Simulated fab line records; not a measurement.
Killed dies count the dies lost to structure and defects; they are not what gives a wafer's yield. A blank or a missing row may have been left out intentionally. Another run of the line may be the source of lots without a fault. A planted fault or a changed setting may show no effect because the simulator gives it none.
Split-lot experiment / flow n5-finfet / 39 wafers read from 7 lots, route of 1938 steps

== THE SPLIT ITSELF ==
At N5_BEOL_M7_HM_DEP_02 (deposits TiN, target thk 20 nm), the setting target-thk-a was moved away from the recipe's 200 angstrom on 18 of the 39 wafers read, by -55.5% to +43.8%. The other wafers ran this setting at the recipe's value.

== FROM THE SPLIT TO THE READING: what the file shows between them, 4 steps ==
- N5_BEOL_M7_COAT_59: time 60 s, resist thk 100 nm
- N5_BEOL_M7_COAT_60: time 60 s, resist thk 35 nm
- N5_BEOL_M7_STRIP_68: strips in N2/H2
- N5_BEOL_M7_STRIP_67: strips in CF4

== THE READING ==
oes-product-au, in a.u., at N5_BEOL_M7_HM_OPEN_17 (chemistry Cl2/BCl3, target TiN, target depth 20 nm, overetch 6 nm). A value of 0.68 a.u. with a standard deviation of 0.068 a.u. is what fault-free wafers of this fab line usually give.

wafer=L077.1; tool, chamber at the split=pvd-sputter-03, -; target-thk-a as run, angstrom=200; against the recipe=recipe; oes-product-au, a.u.=0.76; against lot-mates on the recipe=-
wafer=L077.2; tool, chamber at the split=pvd-sputter-03, -; target-thk-a as run, angstrom=200; against the recipe=recipe; oes-product-au, a.u.=0.86; against lot-mates on the recipe=-
wafer=L077.3; tool, chamber at the split=pvd-sputter-03, -; target-thk-a as run, angstrom=287.6; against the recipe=+43.8%; oes-product-au, a.u.=0.91; against lot-mates on the recipe=+0.09
wafer=L077.4; tool, chamber at the split=pvd-sputter-03, -; target-thk-a as run, angstrom=287.6; against the recipe=+43.8%; oes-product-au, a.u.=1.01; against lot-mates on the recipe=+0.19
wafer=L077.5; tool, chamber at the split=pvd-sputter-03, -; target-thk-a as run, angstrom=287.6; against the recipe=+43.8%; oes-product-au, a.u.=0.92; against lot-mates on the recipe=+0.10
wafer=L077.6; tool, chamber at the split=pvd-sputter-03, -; target-thk-a as run, angstrom=200; against the recipe=recipe; oes-product-au, a.u.=0.85; against lot-mates on the recipe=-
wafer=L076.1; tool, chamber at the split=pvd-sputter-01, -; target-thk-a as run, angstrom=200; against the recipe=recipe; oes-product-au, a.u.=0.75; against lot-mates on the recipe=-
wafer=L076.2; tool, chamber at the split=pvd-sputter-01, -; target-thk-a as run, angstrom=235; against the recipe=+17.5%; oes-product-au, a.u.=0.93; against lot-mates on the recipe=+0.14
wafer=L076.3; tool, chamber at the split=pvd-sputter-01, -; target-thk-a as run, angstrom=235; against the recipe=+17.5%; oes-product-au, a.u.=0.92; against lot-mates on the recipe=+0.13
wafer=L076.4; tool, chamber at the split=pvd-sputter-01, -; target-thk-a as run, angstrom=235; against the recipe=+17.5%; oes-product-au, a.u.=0.84; against lot-mates on the recipe=+0.05
wafer=L076.5; tool, chamber at the split=pvd-sputter-01, -; target-thk-a as run, angstrom=200; against the recipe=recipe; oes-product-au, a.u.=0.85; against lot-mates on the recipe=-
wafer=L076.6; tool, chamber at the split=pvd-sputter-01, -; target-thk-a as run, angstrom=200; against the recipe=recipe; oes-product-au, a.u.=0.77; against lot-mates on the recipe=-
wafer=L079.1; tool, chamber at the split=pvd-sputter-02, -; target-thk-a as run, angstrom=200; against the recipe=recipe; oes-product-au, a.u.=0.64; against lot-mates on the recipe=-
wafer=L079.2; tool, chamber at the split=pvd-sputter-02, -; target-thk-a as run, angstrom=121.3; against the recipe=-39.3%; oes-product-au, a.u.=0.50; against lot-mates on the recipe=-0.15
wafer=L079.3; tool, chamber at the split=pvd-sputter-02, -; target-thk-a as run, angstrom=200; against the recipe=recipe; oes-product-au, a.u.=0.66; against lot-mates on the recipe=-
wafer=L079.4; tool, chamber at the split=pvd-sputter-02, -; target-thk-a as run, angstrom=200; against the recipe=recipe; oes-product-au, a.u.=0.65; against lot-mates on the recipe=-
wafer=L079.5; tool, chamber at the split=pvd-sputter-02, -; target-thk-a as run, angstrom=121.3; against the recipe=-39.3%; oes-product-au, a.u.=0.51; against lot-mates on the recipe=-0.14
wafer=L079.6; tool, chamber at the split=pvd-sputter-02, -; target-thk-a as run, angstrom=121.3; against the recipe=-39.3%; oes-product-au, a.u.=0.51; against lot-mates on the recipe=-0.14
wafer=L078.1; tool, chamber at the split=pvd-sputter-01, -; target-thk-a as run, angstrom=200; against the recipe=recipe; oes-product-au, a.u.=0.65; against lot-mates on the recipe=-
wafer=L078.2; tool, chamber at the split=pvd-sputter-01, -; target-thk-a as run, angstrom=200; against the recipe=recipe; oes-product-au, a.u.=0.66; against lot-mates on the recipe=-
wafer=L078.3; tool, chamber at the split=pvd-sputter-01, -; target-thk-a as run, angstrom=144.5; against the recipe=-27.7%; oes-product-au, a.u.=0.56; against lot-mates on the recipe=-0.09
wafer=L078.4; tool, chamber at the split=pvd-sputter-01, -; target-thk-a as run, angstrom=144.5; against the recipe=-27.7%; oes-product-au, a.u.=0.55; against lot-mates on the recipe=-0.10
wafer=L078.5; tool, chamber at the split=pvd-sputter-01, -; target-thk-a as run, angstrom=144.5; against the recipe=-27.7%; oes-product-au, a.u.=0.55; against lot-mates on the recipe=-0.10
wafer=L078.6; tool, chamber at the split=pvd-sputter-01, -; target-thk-a as run, angstrom=200; against the recipe=recipe; oes-product-au, a.u.=0.65; against lot-mates on the recipe=-
wafer=L082.1; tool, chamber at the split=pvd-sputter-01, -; target-thk-a as run, angstrom=200; against the recipe=recipe; oes-product-au, a.u.=0.81; against lot-mates on the recipe=-
wafer=L082.4; tool, chamber at the split=pvd-sputter-01, -; target-thk-a as run, angstrom=200; against the recipe=recipe; oes-product-au, a.u.=0.80; against lot-mates on the recipe=-
wafer=L082.6; tool, chamber at the split=pvd-sputter-01, -; target-thk-a as run, angstrom=200; against the recipe=recipe; oes-product-au, a.u.=0.75; against lot-mates on the recipe=-
wafer=L087.1; tool, chamber at the split=pvd-sputter-02, -; target-thk-a as run, angstrom=200; against the recipe=recipe; oes-product-au, a.u.=0.64; against lot-mates on the recipe=-
wafer=L087.2; tool, chamber at the split=pvd-sputter-02, -; target-thk-a as run, angstrom=88.96; against the recipe=-55.5%; oes-product-au, a.u.=0.46; against lot-mates on the recipe=-0.18
wafer=L087.3; tool, chamber at the split=pvd-sputter-02, -; target-thk-a as run, angstrom=88.96; against the recipe=-55.5%; oes-product-au, a.u.=0.46; against lot-mates on the recipe=-0.18
wafer=L087.4; tool, chamber at the split=pvd-sputter-02, -; target-thk-a as run, angstrom=200; against the recipe=recipe; oes-product-au, a.u.=0.64; against lot-mates on the recipe=-
wafer=L087.5; tool, chamber at the split=pvd-sputter-02, -; target-thk-a as run, angstrom=200; against the recipe=recipe; oes-product-au, a.u.=0.64; against lot-mates on the recipe=-
wafer=L087.6; tool, chamber at the split=pvd-sputter-02, -; target-thk-a as run, angstrom=88.96; against the recipe=-55.5%; oes-product-au, a.u.=0.46; against lot-mates on the recipe=-0.18
wafer=L096.1; tool, chamber at the split=pvd-sputter-01, -; target-thk-a as run, angstrom=200; against the recipe=recipe; oes-product-au, a.u.=0.64; against lot-mates on the recipe=-
wafer=L096.2; tool, chamber at the split=pvd-sputter-01, -; target-thk-a as run, angstrom=278.9; against the recipe=+39.4%; oes-product-au, a.u.=0.75; against lot-mates on the recipe=+0.11
wafer=L096.3; tool, chamber at the split=pvd-sputter-01, -; target-thk-a as run, angstrom=200; against the recipe=recipe; oes-product-au, a.u.=0.64; against lot-mates on the recipe=-
wafer=L096.4; tool, chamber at the split=pvd-sputter-01, -; target-thk-a as run, angstrom=200; against the recipe=recipe; oes-product-au, a.u.=0.63; against lot-mates on the recipe=-
wafer=L096.5; tool, chamber at the split=pvd-sputter-01, -; target-thk-a as run, angstrom=278.9; against the recipe=+39.4%; oes-product-au, a.u.=0.74; against lot-mates on the recipe=+0.10
wafer=L096.6; tool, chamber at the split=pvd-sputter-01, -; target-thk-a as run, angstrom=278.9; against the recipe=+39.4%; oes-product-au, a.u.=0.76; against lot-mates on the recipe=+0.12

THE FIT
A straight line over all 39 wafers: oes-product-au changes by +0.00451 a.u. for each +1% of target-thk-a; r = +0.83; the points scatter about the line by 0.083 a.u.
The same after taking each lot's own level away (the mean of its wafers on the recipe; 39 wafers): +0.00328 a.u. for each +1%; r = +0.94; scatter 0.031 a.u.
The reading moves by 0.18 a.u. for the largest change in target-thk-a, on that fit.
The span of the lots' own levels, 0.637 to 0.823 a.u., comes to 2.7 times the standard deviation stated above.
So the slope is not independent of the lot-to-lot level: the two fits are not the same.
Check: with one of the wafers moved furthest among these (-55.5%) left out of the fit, the line predicts -0.183 a.u. for it against its lot-mates. It came out at -0.18 a.u. against them.

== ADDITIONAL SPLITS CARRIED BY THESE WAFERS ==
These wafers also went through other splits before the reading. Each is held against what the fit with the lots' levels taken away leaves over:
other split on the same wafers=N5_HKMG_FIN_ALD_71 ald-cycles; wafers away from the commonest value=9; r with oes-product-au (lot level and that fit taken away)=-0.20
other split on the same wafers=N5_BEOL_M0_SAQP_HM_DEP_111 target-thk-a; wafers away from the commonest value=15; r with oes-product-au (lot level and that fit taken away)=+0.20
other split on the same wafers=N5_BEOL_M2_ALD_98 ald-cycles; wafers away from the commonest value=15; r with oes-product-au (lot level and that fit taken away)=-0.01
other split on the same wafers=N5_BEOL_M5_ILD_DEP_00 time-s; wafers away from the commonest value=18; r with oes-product-au (lot level and that fit taken away)=+0.07

== THE WHOLE CHAIN: every reading that the file lists as answering this split, in the file's order ==
step=N5_BEOL_M7_HM_DEP_02; what it does=deposits TiN, target thk 20 nm; reading=TiN_of_BEOL_M7_HM_DEP_02.thk-nm (the simulator's own value, which no gauge read); change (the file's fit)=+0.196 nm for each +1% of the setting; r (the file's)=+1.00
step=N5_BEOL_M7_HM_OPEN_17; what it does=chemistry Cl2/BCl3, target TiN, target depth 20 nm, overetch 6 nm; reading=oes-product-au; change (the file's fit)=+0.00328 a.u. for each +1% of the setting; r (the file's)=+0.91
step=N5_BEOL_M7_HM_OPEN_17; what it does=chemistry Cl2/BCl3, target TiN, target depth 20 nm, overetch 6 nm; reading=etch.depth-nm (the simulator's own value, which no gauge read); change (the file's fit)=+0.181 nm for each +1% of the setting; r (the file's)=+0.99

== FILE'S OWN FIT ==
oes-product-au changes by +0.00328 a.u. for each +1% of target-thk-a, r = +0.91.
